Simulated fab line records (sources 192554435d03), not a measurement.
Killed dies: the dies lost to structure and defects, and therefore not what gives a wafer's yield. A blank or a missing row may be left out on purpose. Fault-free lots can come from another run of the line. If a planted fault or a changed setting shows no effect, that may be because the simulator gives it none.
Which tool was responsible? ; flow n5-finfet ; 7 lots, 21 wafers sampled, at 8 steps of a route of 1938

## WHAT THE GAUGES SHOWED, per wafer
N5_BEOL_M8_OVL_MEAS_29. Usual: V7_OVL 0.1 nm, standard deviation 0.65.
lot;measured;on;V7_OVL (nm);flag
L134;day 10 20:10;overlay-01;-0.2 -0.5 -0.7;
L143;day 13 02:32;overlay-01;0.5 -0.5 0.4;
L144;day 13 11:34;overlay-01;0.0 0.7 0.1;
L146;day 13 20:28;overlay-01;-0.6 0.0 0.1;
L147;day 14 08:11;overlay-01;0.0 0.5 0.5;
L149;day 14 18:53;overlay-02;-0.2 -0.4 -1.1;
L151;day 15 18:52;overlay-01;0.2 0.8 0.2;

N5_BEOL_M8_OCD_MEAS_38. Usual: 92.9 nm for trench-depth-nm, sd 1.8.
lot;measured;on;trench-depth-nm (nm);flag
L134;day 10 20:41;ocd-02;97.2 93.8 93.6;
L143;day 13 03:04;ocd-02;92.6 94.7 91.9;
L144;day 13 12:05;ocd-02;94.4 94.0 74.0;OFF
L146;day 13 21:14;ocd-01;93.8 91.4 75.8;OFF
L147;day 14 08:43;ocd-01;95.6 91.5 92.5;
L149;day 14 19:24;ocd-01;92.2 91.1 95.9;
L151;day 15 19:23;ocd-02;91.3 93.9 92.1;

N5_BEOL_M8_THK_MEAS_53: measures by xrf. Usual: M8_THK 80.5 nm, standard deviation 2.2.
lot;measured;on;M8_THK (nm);flag
L134;day 10 22:58;film-metro-02;85.8 83.2 84.0;
L143;day 13 05:04;film-metro-02;82.3 85.9 80.3;
L144;day 13 15:02;film-metro-02;81.4 81.4 62.2;
L146;day 13 23:49;film-metro-02;82.3 80.6 64.5;
L147;day 14 11:10;film-metro-01;82.8 77.4 81.2;
L149;day 14 21:46;film-metro-02;77.5 78.0 81.1;
L151;day 15 21:42;film-metro-01;78.6 81.4 80.2;

N5_BEOL_M8_RS_MEAS_57: a four-point-probe measurement. Usual: M8_RS 0.288 ohm/sq, standard deviation 0.0089.
lot;measured;on;M8_RS (ohm/sq);flag
L134;day 10 23:06;film-metro-02;0.268 0.277 0.275;
L143;day 13 05:12;film-metro-02;0.284 0.270 0.292;
L144;day 13 15:10;film-metro-01;0.284 0.286 0.394;OFF
L146;day 13 23:57;film-metro-02;0.285 0.293 0.382;OFF
L147;day 14 11:18;film-metro-02;0.279 0.301 0.286;
L149;day 14 21:54;film-metro-01;0.297 0.296 0.281;
L151;day 15 21:52;film-metro-02;0.295 0.284 0.287;

N5_BEOL_M15_RC_MEAS_101. Usual: COMB_M10 1.43e-11 S/m, standard deviation 2.7e-12; COMB_M11 1.4e-11 S/m, standard deviation 3e-12; COMB_M12 6.3e-12 S/m, standard deviation 1.4e-12; COMB_M13 4.7e-12 S/m, standard deviation 1.1e-12; COMB_M14 3.6e-12 S/m, standard deviation 9e-13; COMB_M15 2.4e-12 S/m, standard deviation 7.4e-13; COMB_M15_max_site 3.4e-12 S/m, standard deviation 9.8e-13; COMB_M5 3.6e-11 S/m, standard deviation 7.1e-12; COMB_M6 2.6e-11 S/m, standard deviation 5.6e-12; COMB_M7 2.6e-11 S/m, standard deviation 5.9e-12; COMB_M7_max_site 3.7e-11 S/m, standard deviation 9.5e-12; COMB_M9 1.4e-11 S/m, standard deviation 3e-12; SERP_M10 3.09 ohm/um, standard deviation 0.099; SERP_M11 3.12 ohm/um, standard deviation 0.094; SERP_M12 0.640 ohm/um, standard deviation 0.018; SERP_M13 0.310 ohm/um, standard deviation 0.0056; SERP_M14 0.160 ohm/um, standard deviation 0.0051; SERP_M5 39.1 ohm/um, standard deviation 1.8; SERP_M6 13.9 ohm/um, standard deviation 0.56; SERP_M7 14.1 ohm/um, standard deviation 0.6; SERP_M8 13.9 ohm/um, standard deviation 0.59; SERP_M8_max_site 14.5 ohm/um, standard deviation 0.65; SERP_M9 3.09 ohm/um, standard deviation 0.086.
lot;measured;on;COMB_M10 (S/m);COMB_M11 (S/m);COMB_M12 (S/m);COMB_M13 (S/m);COMB_M14 (S/m);COMB_M15 (S/m);COMB_M15_max_site (S/m);COMB_M5 (S/m);COMB_M6 (S/m);COMB_M7 (S/m);COMB_M7_max_site (S/m);COMB_M9 (S/m);SERP_M10 (ohm/um);SERP_M11 (ohm/um);SERP_M12 (ohm/um);SERP_M13 (ohm/um);SERP_M14 (ohm/um);SERP_M5 (ohm/um);SERP_M6 (ohm/um);SERP_M7 (ohm/um);SERP_M8 (ohm/um);SERP_M8_max_site (ohm/um);SERP_M9 (ohm/um);flag
L134;day 12 23:01;prober-02;1.03e-11 1.23e-11 1e-11;1.1e-11 1.1e-11 1.1e-11;7.9e-12 5.2e-12 5.4e-12;4.9e-12 6.7e-12 5.6e-12;5.5e-12 5.5e-12 4.1e-12;2.6e-12 3.1e-12 1.9e-12;3.8e-12 3.6e-12 2.5e-12;1.7e-11 2.3e-11 3.2e-11;2.8e-11 2.4e-11 2.9e-11;1.7e-11 1.8e-11 1.8e-11;2e-11 2.4e-11 3.2e-11;2e-11 1.5e-11 1.2e-11;3.10 3.05 3.12;2.98 3.04 2.98;0.661 0.653 0.638;0.312 0.311 0.310;0.162 0.164 0.157;39.4 39.4 42.1;13.7 15.1 14.1;14.7 15.4 12.7;12.7 13.1 12.9;13.4 13.9 13.6;3.16 3.18 3.10;
L143;day 15 14:26;prober-01;1.35e-11 1.45e-11 1.79e-11;1.7e-11 1.9e-11 1.5e-11;5e-12 4.7e-12 6.7e-12;5.2e-12 3.4e-12 3.1e-12;2.7e-12 2.1e-12 3.2e-12;2.2e-12 2.2e-12 3.4e-12;4.1e-12 4.9e-12 4.4e-12;3.4e-11 3e-11 3.6e-11;2.1e-11 1.9e-11 2.1e-11;2.8e-11 3.8e-11 2.6e-11;3.6e-11 4.5e-11 3.5e-11;1.3e-11 1.8e-11 1.2e-11;3.16 2.98 3.32;3.27 3.23 3.17;0.621 0.627 0.644;0.315 0.314 0.312;0.158 0.154 0.158;40.0 39.5 38.9;13.9 13.0 13.5;13.6 14.3 14.4;14.0 13.2 13.9;14.8 13.4 15.2;2.99 3.08 3.14;
L144;day 16 01:05;prober-01;1.27e-11 1.79e-11 1.85e-11;1.5e-11 1.4e-11 1.8e-11;5.9e-12 6.8e-12 5.2e-12;3.5e-12 4.6e-12 5.5e-12;2.4e-12 3.7e-12 2.8e-12;1.3e-12 2.2e-12 3e-12;3.1e-12 2.7e-12 4e-12;3e-11 3.8e-11 3.9e-11;2.4e-11 1.8e-11 2.6e-11;3e-11 3.1e-11 2.5e-11;4.1e-11 4.5e-11 3.3e-11;1.2e-11 1.2e-11 1.2e-11;3.01 2.90 2.93;3.10 3.03 3.05;0.634 0.607 0.618;0.313 0.301 0.307;0.160 0.155 0.155;35.0 37.4 38.9;14.0 13.9 13.4;14.6 13.4 14.6;13.8 13.7 18.8;14.7 15.0 19.4;3.13 3.09 3.09;
L146;day 16 08:33;prober-01;1.4e-11 1.36e-11 1.01e-11;1e-11 1.3e-11 1.1e-11;6.1e-12 4.9e-12 6e-12;5.8e-12 7e-12 4.7e-12;2.7e-12 2.7e-12 2.7e-12;1.1e-12 1.2e-12 1.9e-12;2e-12 1.6e-12 3.6e-12;2.9e-11 4.5e-11 3.1e-11;2.9e-11 3.2e-11 2.7e-11;2.3e-11 2.2e-11 2.7e-11;2.6e-11 3.2e-11 3.1e-11;1.3e-11 8e-12 7e-12;2.98 3.24 3.01;3.01 2.98 3.03;0.636 0.656 0.650;0.314 0.319 0.316;0.161 0.166 0.156;40.8 39.6 39.0;13.7 14.0 14.7;13.7 14.7 13.7;13.7 13.2 17.3;14.0 13.5 18.0;3.05 3.15 3.06;
L147;day 17 02:56;prober-02;1.44e-11 1.38e-11 1.22e-11;1.1e-11 1.6e-11 1.2e-11;5.5e-12 5.8e-12 5.7e-12;5.1e-12 4e-12 5.2e-12;4.9e-12 3.5e-12 4e-12;4.1e-12 3.9e-12 2.8e-12;5.1e-12 4.5e-12 3.5e-12;4.9e-11 3.5e-11 4.1e-11;1.8e-11 3.8e-11 3e-11;3.7e-11 2.6e-11 2.2e-11;4.2e-11 4.2e-11 3.2e-11;1.9e-11 1.4e-11 1.6e-11;3.13 3.00 3.06;3.22 3.29 3.34;0.647 0.648 0.640;0.306 0.314 0.307;0.151 0.162 0.157;39.7 43.0 41.1;14.3 13.3 13.8;13.9 14.3 14.0;13.0 14.3 14.1;13.9 14.6 14.7;3.18 3.23 3.22;
L149;day 17 02:37;prober-01;1.14e-11 1e-11 1.67e-11;1.2e-11 1.3e-11 1.4e-11;4.3e-12 5.8e-12 6.1e-12;3e-12 2.3e-12 5e-12;2.5e-12 3.2e-12 3.9e-12;1.4e-12 1.8e-12 2.3e-12;2.1e-12 2.2e-12 4.2e-12;4.8e-11 3.4e-11 4.2e-11;3.8e-11 2.6e-11 2.7e-11;2.6e-11 2.4e-11 2.7e-11;3.4e-11 3.9e-11 3.4e-11;1.6e-11 1.8e-11 1.4e-11;3.03 3.03 3.12;3.33 3.18 3.27;0.628 0.639 0.633;0.316 0.319 0.311;0.164 0.154 0.154;39.1 39.6 39.9;15.1 13.4 14.4;14.4 13.2 13.8;14.1 13.8 13.6;14.5 14.9 14.0;3.10 3.06 3.05;
L151;day 18 08:35;prober-02;1.07e-11 1.47e-11 1.38e-11;9e-12 1.2e-11 1.3e-11;6.9e-12 6.2e-12 5.3e-12;5.9e-12 4.7e-12 5.7e-12;3.7e-12 4.2e-12 4.3e-12;3.1e-12 4e-12 2.7e-12;5.1e-12 5.6e-12 3.7e-12;2.5e-11 2.8e-11 3.2e-11;3.5e-11 3.3e-11 3.5e-11;2.9e-11 2.6e-11 2.2e-11;3.9e-11 3.8e-11 2.7e-11;1.6e-11 1.6e-11 1.6e-11;3.00 3.05 3.09;3.17 3.14 3.19;0.666 0.641 0.653;0.307 0.296 0.312;0.171 0.167 0.169;38.5 39.9 38.0;13.8 14.5 13.5;13.4 14.6 14.2;15.0 14.0 14.4;15.7 14.4 14.7;3.18 3.31 3.11;

## EACH LOT AND THE TOOL THAT RAN IT (in order: tool; ch and the chambers of the sampled wafers; start)
lot;N5_BEOL_M8_STRIP_19;N5_BEOL_M8_TRENCH_ETCH_37;N5_BEOL_M8_CURE_75
L134;rie-diel-06 ch 0,1,3, day 10 18:08;rie-diel-06 ch 1,2,3, day 10 20:32;uv-cure-02 ch 0, day 10 20:56
L143;rie-diel-01 ch 1,2, day 13 00:54;rie-diel-06 ch 1,3, day 13 02:54;uv-cure-02 ch 2, day 13 03:18
L144;rie-diel-01 ch 1,2,3, day 13 10:17;rie-diel-06 ch 1,3, day 13 11:56;uv-cure-03 ch 2, day 13 12:17
L146;rie-diel-06 ch 0,1, day 13 17:39;rie-diel-06 ch 0,1,3, day 13 21:04;uv-cure-01 ch 1, day 13 21:26
L147;rie-diel-06 ch 0,1, day 14 06:40;rie-diel-05 ch 0,1,3, day 14 08:34;uv-cure-02 ch 2, day 14 08:55
L149;rie-diel-05 ch 1,3, day 14 16:53;rie-diel-01 ch 0,2, day 14 19:14;uv-cure-01 ch 1, day 14 19:41
L151;rie-diel-05 ch 0,1,2, day 15 18:26;rie-diel-05 ch 0,2, day 15 19:14;uv-cure-02 ch 2, day 15 19:35
- N5_BEOL_M8_STRIP_19: strips in O2.
- N5_BEOL_M8_TRENCH_ETCH_37: etches SiCOH lowk in C4F6/O2, target depth 93.478 nm, time 31.2 s.
- N5_BEOL_M8_CURE_75: cures SiCOH lowk, time 120 s.

## WHAT THE TOOLS THEMSELVES READ (means of the sampled wafers that have a number; where no wafer has one, the mark that the record gives instead)
N5_BEOL_M8_STRIP_19. Usual: drypump-motor-current-A 5.7 A, standard deviation 0.37; oes-product-au 0.78 a.u., standard deviation 0.097; rf-vpp-V 3.7 V, standard deviation 0.59; showerhead-plenum-p-Torr 2.10 Torr, standard deviation 0.089; throttle-valve-pct 16.68 %, standard deviation 0.22.
lot;tool;drypump-motor-current-A (A);oes-product-au (a.u.);rf-vpp-V (V);showerhead-plenum-p-Torr (Torr);throttle-valve-pct (%);flag
L134;rie-diel-06;5.8;0.83;3.4;2.15;16.69;
L143;rie-diel-01;6.2;0.77;3.9;2.07;16.67;
L144;rie-diel-01;5.9;0.85;3.8;2.08;16.48;
L146;rie-diel-06;5.9;0.83;3.8;2.09;16.63;
L147;rie-diel-06;5.9;0.78;4.0;2.14;16.77;
L149;rie-diel-05;5.6;0.95;3.0;2.11;16.47;
L151;rie-diel-05;5.8;0.81;3.9;2.11;16.72;

N5_BEOL_M8_TRENCH_ETCH_37. Usual: O2_flow_sccm 10.00 sccm, standard deviation 0.03; drypump-motor-current-A 5.7 A, standard deviation 0.38; oes_o_777_au 0.79 a.u., standard deviation 0.092; oes-product-au 0.79 a.u., standard deviation 0.095; rf-vpp-V 665 V, standard deviation 10; run-length-s 54.6 s, standard deviation 0.55; showerhead-plenum-p-Torr 2.86 Torr, standard deviation 0.11; throttle-valve-pct 20.92 %, standard deviation 0.18.
lot;tool;O2_flow_sccm (sccm);drypump-motor-current-A (A);oes_o_777_au (a.u.);oes-product-au (a.u.);rf-vpp-V (V);run-length-s (s);showerhead-plenum-p-Torr (Torr);throttle-valve-pct (%);flag
L134;rie-diel-06;9.99;5.7;0.80;0.81;671;54.9;2.82;20.96;
L143;rie-diel-06;10.00;5.8;0.84;0.84;671;54.9;2.86;20.98;
L144;rie-diel-06;9.99;5.7;0.79;0.79;675;52.7;2.90;21.02;OFF
L146;rie-diel-06;10.01;5.9;0.78;0.79;668;52.3;2.90;21.00;OFF
L147;rie-diel-05;9.98;5.7;0.86;0.86;655;54.7;2.81;21.03;
L149;rie-diel-01;9.95;5.7;0.79;0.79;661;54.5;2.86;20.71;
L151;rie-diel-05;10.00;5.3;0.75;0.76;666;54.9;2.74;21.08;

N5_BEOL_M8_CURE_75. Usual: lamp-power-pct 52.31 %, standard deviation 0.059; wafer_temp_C_max 371.8, standard deviation 0.67.
lot;tool;lamp-power-pct (%);wafer_temp_C_max;flag
L134;uv-cure-02;52.29;371.8;
L143;uv-cure-02;52.32;371.4;
L144;uv-cure-03;52.32;372.7;
L146;uv-cure-01;52.40;371.5;
L147;uv-cure-02;52.30;371.4;
L149;uv-cure-01;52.32;371.4;
L151;uv-cure-02;52.29;371.8;

## THE ANSWER, worked out from the rows above alone
Rule: lot off if the mean of its wafers having a number is beyond 3 standard deviations from the usual mean. A lot without any number at a reading at which 4 lots or more have one is off too. Any other lot the step has rows for is counted as sound. The gauges are gone through in route order, then the tools' own readings, and for those a lot's mean is taken as printed above. The first step at which some lot is off is used, and at that step the reading that is off furthest; a lot without a number counts as furthest.
Off, at N5_BEOL_M8_OCD_MEAS_38 on trench-depth-nm: L144, L146.
If a tool, at a process step before that reading, ran all the lots that are off and no sound lot after the first of them, it fits. Not tried: the gauges at N5_BEOL_M8_OCD_MEAS_38; whatever is off there is also off at N5_BEOL_M8_RS_MEAS_57, on other tools, and gauge error can't account for it. One fits: N5_BEOL_M8_TRENCH_ETCH_37 on rie-diel-06. Its last sound lot is L143 (day 13 02:54), its first lot that is off L144 (day 13 11:56): a fault that began between those two fits.
On the lots that are off, the tool's own readings at N5_BEOL_M8_TRENCH_ETCH_37 differ by more than 5 times the standard deviation of the sound lots' means, which bears it out; run-length-s reads 52.5 s there versus 54.8 s on the sound lots.

## WHAT THE SIMULATOR PUT IN
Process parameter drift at N5_BEOL_M8_TRENCH_ETCH_37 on rie-diel-06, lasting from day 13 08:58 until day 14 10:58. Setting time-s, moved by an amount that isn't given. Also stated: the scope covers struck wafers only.
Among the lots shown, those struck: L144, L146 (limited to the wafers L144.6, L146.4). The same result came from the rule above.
